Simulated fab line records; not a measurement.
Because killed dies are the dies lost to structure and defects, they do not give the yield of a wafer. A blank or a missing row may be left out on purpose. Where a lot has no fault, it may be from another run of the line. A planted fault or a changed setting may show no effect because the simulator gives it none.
fab line records -- flow nand-harc
record: lots: 12, wafers: 36, last-day: 24
route steps=1159 shown P_STI@91 P_GATE@138 END@1159
lots with no fault: from the same line, run without faults
start-h: hours from the record's first day to the start of the lot's first wafer shown -- wait-h: how many hours have passed since the lot's step before this one -- " unchanged from the row above -- L1.1+2: one row covering several wafers at once -- - no value present, or no start provided -- * or withheld: withheld -- < > ~ a bound
route shown NAME@n: a module of which the file shows steps, and the number in the route of the first -- usual: mean and standard deviation over wafers with no fault -- same: alike in all rows -- chamber/n: place in a boat -- sites: readings site by site -- _std_site: how widely they spread, as a standard deviation -- _edge_site: the outer-site mean with the inner-site mean subtracted -- radius-mm: how far each site lies from the wafer's centre -- mask NAME#n: copy n -- behind: the tool/chamber that last shaped the wafer -- hold: reason for holding the lot/hours on hold/outcome of the hold -- device: whichever transistor did not switch (one of n, p or np) -- end of line: the same wafers' tests at the end of the route -- step lacking rows: just its recipe -- killed: dies that structure and defects cost at the first sort, which is not the same as the wafer's yield -- map: per-die view of a wafer (x killed, . not killed, _ where there is no die)
set.NAME: setting as actually run; set.NAME@STEP: the setting as run at that earlier step -- model.NAME: the simulator's own value behind a step, which no gauge read
route steps across a sampled set of lots; one table per step, one row per wafer
services: when a tool's chamber went out of use (start-h, in hours from the record's first day, below 0 if earlier), for how many hours, and the reason
== steps ==
step: NHARC_P_STI_CD_MEAS_16
usual: cd-nm: 199.6/2.3
lot.wafer,tool,chamber,start-h,wait-h,cd-nm
L726.1,cd-sem-03,-,41.70,-,202.1
L726.5,cd-sem-03,-,41.70,-,199.1
L726.6,cd-sem-03,-,41.70,-,204.2
L727.3,cd-sem-03,-,50.61,-,201.4
L727.5,cd-sem-03,-,50.61,-,199.2
L727.6,cd-sem-03,-,50.61,-,199.6
L728.1,cd-sem-01,-,50.61,-,200.6
L728.2,cd-sem-01,-,50.61,-,200.4
L728.4,cd-sem-01,-,50.61,-,197.6
L731.3,cd-sem-03,-,72.11,-,200.4
L731.5,cd-sem-03,-,72.11,-,195.9
L731.6,cd-sem-03,-,72.11,-,196.8
L732.1,cd-sem-03,-,78.82,-,201.0
L732.2,cd-sem-03,-,78.82,-,196.1
L732.4,cd-sem-03,-,78.82,-,203.2
L733.4,cd-sem-02,-,85.46,-,201.0
L733.5,cd-sem-02,-,85.46,-,200.0
L733.6,cd-sem-02,-,85.46,-,203.1
L734.4,cd-sem-02,-,90.13,-,204.3
L734.5,cd-sem-02,-,90.13,-,200.8
L734.6,cd-sem-02,-,90.13,-,199.8
L738.1,cd-sem-01,-,114.68,-,197.2
L738.5,cd-sem-01,-,114.68,-,200.4
L738.6,cd-sem-01,-,114.68,-,198.8
L739.1,cd-sem-01,-,119.90,-,198.5
L739.3,cd-sem-01,-,119.90,-,203.2
L739.6,cd-sem-01,-,119.90,-,201.4
L741.1,cd-sem-01,-,129.35,-,198.7
L741.4,cd-sem-01,-,129.35,-,198.3
L741.5,cd-sem-01,-,129.35,-,200.6
L744.1,cd-sem-03,-,149.59,-,201.3
L744.3,cd-sem-03,-,149.59,-,198.7
L744.4,cd-sem-03,-,149.59,-,201.6
L748.1,cd-sem-02,-,175.19,-,197.7
L748.2,cd-sem-02,-,175.19,-,198.9
L748.4,cd-sem-02,-,175.19,-,197.6
step: NHARC_P_STI_CMP_21
recipe: t-overpolish-s: 20, target-thk-nm: 380.67
usual: motor-current-A: 12.6/1.4, overpolish-run-s: 20.001/0.0099
lot.wafer,tool,chamber,start-h,wait-h,motor-current-A,overpolish-run-s
L726.1,cmp-02,0,62.38,0.4,13.2,20.011
L726.5,cmp-02,2,62.38,0.4,11.2,19.985
L726.6,cmp-02,3,62.38,0.4,12.8,19.992
L728.4,cmp-03,1,69.71,0.4,14.6,19.998
L728.1,cmp-03,3,69.71,0.4,10.1,19.985
L728.2,cmp-03,0,69.71,0.4,12.5,19.988
L727.3,cmp-02,0,69.78,0.5,12.9,20.015
L727.6,cmp-02,1,69.78,0.5,9.5,19.981
L727.5,cmp-02,2,69.78,0.5,11.8,19.982
L732.1,cmp-03,3,94.52,0.4,10.3,20.027
L732.2,cmp-03,0,94.52,0.4,12.7,20.020
L732.4,cmp-03,1,94.52,0.4,14.5,19.998
L731.3,cmp-04,0,94.57,0.4,11.4,20.001
L731.5,cmp-04,2,94.57,0.4,12.2,19.992
L731.6,cmp-04,3,94.57,0.4,14.3,19.993
L733.4,cmp-02,1,103.61,0.4,10.7,20.010
L733.5,cmp-02,0,103.61,0.4,14.0,20.005
L733.6,cmp-02,1,103.61,0.4,10.6,20.001
L734.4,cmp-03,1,108.19,0.4,14.5,20.007
L734.6,cmp-03,1,108.19,0.4,14.5,20.008
L734.5,cmp-03,2,108.19,0.4,14.1,19.996
L739.1,cmp-03,1,134.81,0.4,15.0,20.003
L739.3,cmp-03,0,134.81,0.4,12.3,19.997
L739.6,cmp-03,2,134.81,0.4,13.4,20.010
L738.1,cmp-04,2,134.83,0.4,12.1,19.996
L738.6,cmp-04,1,134.83,0.4,13.5,20.029
L738.5,cmp-04,2,134.83,0.4,12.0,20.003
L741.4,cmp-03,1,148.27,0.4,15.0,19.990
L741.1,cmp-03,0,148.27,0.4,12.4,19.995
L741.5,cmp-03,1,148.27,0.4,15.0,20.004
L744.1,cmp-02,0,169.36,0.4,13.1,19.999
L744.4,cmp-02,1,169.36,0.4,10.2,20.000
L744.3,cmp-02,3,169.36,0.4,12.3,20.000
L748.2,cmp-04,0,194.19,0.4,11.9,20.007
L748.1,cmp-04,1,194.19,0.4,13.7,20.009
L748.4,cmp-04,2,194.19,0.4,12.8,20.007
step: NHARC_P_GATE_EXPOSE_23
recipe: na: 1.35, target-cd-nm: 120, dose-mj: 93.91, mask-id: P_GATE
usual: exposure-dose-mJ-cm2: 93.90/0.086
lot.wafer,tool,chamber,start-h,wait-h,mask,exposure-dose-mJ-cm2
L726.1,arfi-scanner-03,0,97.30,-,P_GATE#0,93.76
L726.5,arfi-scanner-03,0,97.30,-,P_GATE#0,93.77
L726.6,arfi-scanner-03,0,97.30,-,P_GATE#0,93.79
L728.1,arfi-scanner-01,0,102.54,-,P_GATE#0,93.81
L728.2,arfi-scanner-01,0,102.54,-,P_GATE#0,93.88
L728.4,arfi-scanner-01,0,102.54,-,P_GATE#0,93.96
L727.3,arfi-scanner-03,0,103.10,-,P_GATE#0,93.83
L727.5,arfi-scanner-03,0,103.10,-,P_GATE#0,93.93
L727.6,arfi-scanner-03,0,103.10,-,P_GATE#0,93.88
L732.1,arfi-scanner-02,0,122.54,-,P_GATE#0,93.91
L732.2,arfi-scanner-02,0,122.54,-,P_GATE#0,93.86
L732.4,arfi-scanner-02,0,122.54,-,P_GATE#0,93.85
L731.3,arfi-scanner-02,0,123.11,-,P_GATE#0,93.90
L731.5,arfi-scanner-02,0,123.11,-,P_GATE#0,93.81
L731.6,arfi-scanner-02,0,123.11,-,P_GATE#0,93.94
L733.4,arfi-scanner-02,0,139.66,-,P_GATE#0,94.03
L733.5,arfi-scanner-02,0,139.66,-,P_GATE#0,93.96
L733.6,arfi-scanner-02,0,139.66,-,P_GATE#0,94.06
L734.4,arfi-scanner-01,0,143.29,-,P_GATE#0,93.95
L734.5,arfi-scanner-01,0,143.29,-,P_GATE#0,94.00
L734.6,arfi-scanner-01,0,143.29,-,P_GATE#0,93.84
L739.1,arfi-scanner-01,0,165.25,-,P_GATE#0,93.92
L739.3,arfi-scanner-01,0,165.25,-,P_GATE#0,93.88
L739.6,arfi-scanner-01,0,165.25,-,P_GATE#0,93.86
L738.1,arfi-scanner-02,0,165.41,-,P_GATE_R1#0,93.97
L738.5,arfi-scanner-02,0,165.41,-,P_GATE_R1#0,93.92
L738.6,arfi-scanner-02,0,165.41,-,P_GATE_R1#0,93.80
L741.1,arfi-scanner-03,0,180.93,-,P_GATE#0,94.04
L741.4,arfi-scanner-03,0,180.93,-,P_GATE#0,93.95
L741.5,arfi-scanner-03,0,180.93,-,P_GATE#0,93.91
L744.1,arfi-scanner-02,0,203.09,-,P_GATE#0,93.93
L744.3,arfi-scanner-02,0,203.09,-,P_GATE#0,93.83
L744.4,arfi-scanner-02,0,203.09,-,P_GATE#0,93.98
L748.1,arfi-scanner-03,0,227.21,-,P_GATE#0,93.89
L748.2,arfi-scanner-03,0,227.21,-,P_GATE#0,93.85
L748.4,arfi-scanner-03,0,227.21,-,P_GATE#0,93.90
step: NHARC_P_GATE_CD_MEAS_26
recipe: target-cd-nm: 120, landing-energy-ev: 500
usual: cd-nm: 120.0/0.9
lot.wafer,tool,chamber,start-h,wait-h,cd-nm
L726.1,cd-sem-01,0,97.44,-,120.5
L726.5,cd-sem-01,0,97.44,-,120.4
L726.6,cd-sem-01,0,97.44,-,119.8
L728.1,cd-sem-02,0,102.68,-,119.2
L728.2,cd-sem-02,0,102.68,-,119.5
L728.4,cd-sem-02,0,102.68,-,119.7
L727.3,cd-sem-01,0,103.24,-,120.4
L727.5,cd-sem-01,0,103.24,-,120.5
L727.6,cd-sem-01,0,103.24,-,120.8
L732.1,cd-sem-01,0,122.68,-,120.7
L732.2,cd-sem-01,0,122.68,-,120.3
L732.4,cd-sem-01,0,122.68,-,120.3
L731.3,cd-sem-03,0,123.24,-,119.9
L731.5,cd-sem-03,0,123.24,-,121.4
L731.6,cd-sem-03,0,123.24,-,120.4
L733.4,cd-sem-01,0,139.79,-,120.1
L733.5,cd-sem-01,0,139.79,-,120.0
L733.6,cd-sem-01,0,139.79,-,119.7
L734.4,cd-sem-03,0,143.43,-,119.5
L734.5,cd-sem-03,0,143.43,-,118.0
L734.6,cd-sem-03,0,143.43,-,119.4
L739.1,cd-sem-01,0,165.39,-,119.8
L739.3,cd-sem-01,0,165.39,-,120.2
L739.6,cd-sem-01,0,165.39,-,119.9
L738.1,cd-sem-01,0,165.55,-,115.8
L738.5,cd-sem-01,0,165.55,-,115.2
L738.6,cd-sem-01,0,165.55,-,115.1
L741.1,cd-sem-02,0,181.07,-,120.4
L741.4,cd-sem-02,0,181.07,-,120.8
L741.5,cd-sem-02,0,181.07,-,120.8
L744.1,cd-sem-03,0,203.23,-,120.4
L744.3,cd-sem-03,0,203.23,-,121.0
L744.4,cd-sem-03,0,203.23,-,121.0
L748.1,cd-sem-02,0,227.35,-,119.3
L748.2,cd-sem-02,0,227.35,-,119.7
L748.4,cd-sem-02,0,227.35,-,119.4
step: NHARC_P_GATE_DESCUM_31
recipe: time-s: 3, o2-flow-sccm: 200, ar-flow-sccm: 0, bias-power-w: 0, chemistry: O2
usual: drypump-motor-current-A: 5.9/0.35, oes-product-au: 0.999/0.0091, rf-vpp-V: 57.7/0.91, showerhead-plenum-p-Torr: 1.92/0.073, throttle-valve-pct: 11.310/0.0086
same: time-s: 3
lot.wafer,tool,chamber,start-h,wait-h,drypump-motor-current-A,oes-product-au,rf-hours-counter-h,rf-vpp-V,showerhead-plenum-p-Torr,throttle-valve-pct
L726.1,rie-diel-02,1,97.63,0.1,5.4,0.993,41,57.8,1.87,11.292
L726.5,rie-diel-02,0,97.63,0.1,6.1,0.985,-,56.5,1.85,11.315
L726.6,rie-diel-02,1,97.63,0.1,5.4,0.996,-,58.3,1.87,11.308
L728.1,rie-diel-02,0,102.86,0.1,6.0,0.991,44,56.9,1.85,11.315
L728.2,rie-diel-02,2,102.86,0.1,5.2,1.005,43,56.9,1.91,11.302
L728.4,rie-diel-02,3,102.86,0.1,6.3,1.003,41,59.0,1.95,11.299
L727.3,rie-diel-02,1,103.45,0.1,5.4,1.020,42,56.2,1.87,11.312
L727.5,rie-diel-02,2,103.45,0.1,5.2,1.001,-,57.7,1.91,11.312
L727.6,rie-diel-02,3,103.45,0.1,6.3,0.991,-,58.3,1.95,11.303
L732.4,rie-diel-07,1,122.93,0.1,5.9,1.003,12,57.4,2.02,11.301
L732.2,rie-diel-07,2,122.93,0.1,6.2,0.997,12,59.6,1.99,11.297
L732.1,rie-diel-07,0,122.93,0.1,5.6,1.019,11,58.6,1.97,11.324
L731.3,rie-diel-07,2,123.44,0.1,6.2,0.987,12,58.0,1.99,11.302
L731.5,rie-diel-07,1,123.44,0.1,5.9,0.995,-,56.5,2.02,11.319
L731.6,rie-diel-07,2,123.44,0.1,6.2,0.997,-,57.6,1.99,11.316
L733.6,rie-diel-02,2,140.13,0.2,5.2,0.991,-,56.9,1.90,11.308
L733.4,rie-diel-02,0,140.13,0.2,6.1,0.992,-,57.1,1.84,11.318
L733.5,rie-diel-02,1,140.13,0.2,5.4,0.989,-,57.6,1.87,11.313
L734.6,rie-diel-07,3,143.67,0.1,6.2,1.003,-,56.9,1.83,11.315
L734.4,rie-diel-07,0,143.67,0.1,5.6,1.017,-,58.2,1.97,11.304
L734.5,rie-diel-07,1,143.67,0.1,5.9,0.997,-,57.9,2.02,11.304
L739.1,rie-diel-07,3,165.59,0.1,6.2,1.008,20,56.5,1.83,11.302
L739.3,rie-diel-07,0,165.59,0.1,5.6,1.018,19,57.4,1.97,11.318
L739.6,rie-diel-07,3,165.59,0.1,6.2,1.007,-,57.3,1.83,11.314
L738.1,rie-diel-06,2,165.77,0.1,5.4,1.006,36,58.9,1.96,11.304
L738.6,rie-diel-06,0,165.77,0.1,6.5,0.973,-,58.5,1.90,11.303
L738.5,rie-diel-06,1,165.77,0.1,6.0,1.002,-,57.1,1.78,11.298
L741.1,rie-diel-07,1,181.37,0.2,5.9,1.001,24,57.4,2.02,11.310
L741.4,rie-diel-07,3,181.37,0.2,6.2,1.003,23,57.8,1.83,11.313
L741.5,rie-diel-07,0,181.37,0.2,5.6,1.010,-,58.1,1.97,11.320
L744.4,rie-diel-06,3,203.42,0.1,6.0,0.993,46,57.8,2.01,11.296
L744.3,rie-diel-06,0,203.42,0.1,6.4,0.997,44,57.9,1.89,11.303
L744.1,rie-diel-06,2,203.42,0.1,5.5,1.005,52,57.8,1.96,11.335
L748.1,rie-diel-07,0,227.56,0.1,5.6,1.013,33,59.1,1.97,11.310
L748.2,rie-diel-07,1,227.56,0.1,5.9,1.007,33,57.9,2.02,11.309
L748.4,rie-diel-07,2,227.56,0.1,6.2,1.002,32,58.5,1.98,11.300
step: NHARC_END_SORT_01
recipe: temp-c: 25
usual: killed-at-array: 28/10, killed-at-other: 0.5/0.82, killed-at-periphery: 3.4/2.2, killed-dies: 31/10, killed-open: 3.4/1.9, killed-short: 1.9/1.3
same: gross-dies: 677
lot.wafer,tool,chamber,start-h,wait-h,killed-at-array,killed-at-other,killed-at-periphery,killed-dies,killed-open,killed-short
L739.1,prober-01,0,553.40,2.5,35,3,1,39,3,1
L739.3,prober-01,0,555.03,3.1,41,1,2,44,6,0
L739.6,prober-01,0,557.47,4.1,39,3,1,43,1,2
killed by level:class
L739.1 A_CHANNEL_HOLE_D1:chamber-film-flake=16 A_SLIT:chamber-film-flake=7 A_STAIRCASE:chamber-film-flake=6 THIN_TSV:chamber-film-flake=3 A_SOURCE_PLATE:geometric-particle:open=2 A_WL_FILL:geometric-particle:short=1 A_M0:geometric-particle:open=1 P_GATE:chamber-film-flake=1
L739.3 A_CHANNEL_HOLE_D1:chamber-film-flake=19 A_SLIT:chamber-film-flake=9 A_CONTACT:chamber-film-flake=4 A_STAIRCASE:chamber-film-flake=3 A_CONTACT:geometric-particle:open=2 A_CHANNEL_HOLE_D1:geometric-particle:open=1 A_SGD_CUT:geometric-particle:open=1 A_SLIT:geometric-particle:open=1
L739.6 A_SLIT:chamber-film-flake=15 A_CHANNEL_HOLE_D1:chamber-film-flake=10 A_STAIRCASE:chamber-film-flake=7 A_CONTACT:chamber-film-flake=4 THIN_TSV:chamber-film-flake=3 A_ONON_D1:geometric-particle:open=1 A_SGD_CUT:geometric-particle:short=1 A_CONTACT:geometric-particle:short=1
== services ==
tool,chamber,start-h,hours,kind
rie-diel-02,3,38.43,17.2,repair
cmp-02,-,39.47,0.4,repair
arfi-scanner-02,-,48.28,3.2,repair
rie-diel-07,-,51.20,9.0,pm
cmp-03,-,58.43,4.0,pm
arfi-scanner-02,-,60.07,0.3,repair
cmp-03,-,80.13,4.5,repair
arfi-scanner-02,-,84.00,4.0,pm
cmp-04,-,105.00,4.0,pm
cmp-03,-,115.39,3.5,repair
arfi-scanner-03,-,121.39,4.1,repair
cmp-02,-,124.01,1.4,repair
cmp-02,-,134.73,4.0,pm
rie-diel-02,3,135.05,20.5,repair
rie-diel-07,2,137.40,8.3,repair
arfi-scanner-03,-,140.00,4.0,pm
arfi-scanner-02,-,143.22,8.4,repair
rie-diel-02,-,150.90,9.0,pm
arfi-scanner-02,-,153.52,2.5,repair
cmp-03,-,156.43,4.0,pm
cmp-03,-,162.41,1.1,repair
cmp-03,-,209.43,0.3,repair
rie-diel-07,1,223.61,3.3,repair
cmp-02,-,227.41,0.3,repair
== key ==
first-sign: step: NHARC_P_GATE_EXPOSE_23, reading: mask, direction: changed
effect: step: NHARC_P_GATE_CD_MEAS_26, reading: cd-nm, direction: down, sigmas: 5.1, usual: 120.0, struck: 115.4
met-at NHARC_P_GATE_EXPOSE_23
struck-lots L738
tester-left-out L738
not-acting-at NHARC_P_STI_CD_MEAS_16,NHARC_P_STI_CMP_21,NHARC_P_GATE_DESCUM_31
onset-between 139.66 165.41
fault: kind: wrong-mask, tool: any, chamber: -, onset-h: 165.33, steps: NHARC_P_GATE_EXPOSE_23, aux-copy: P_GATE_R1#0, cd-offset-nm: -3.1394, scope: struck-lots-only
tester-left-out: of these lots the tester's yield and bins aren't shown, on N5 and GAA mostly nor the transistor test; their killed dies are dies lost to structure and defects alone, not to doping, threshold or leakage, so they don't give the yield
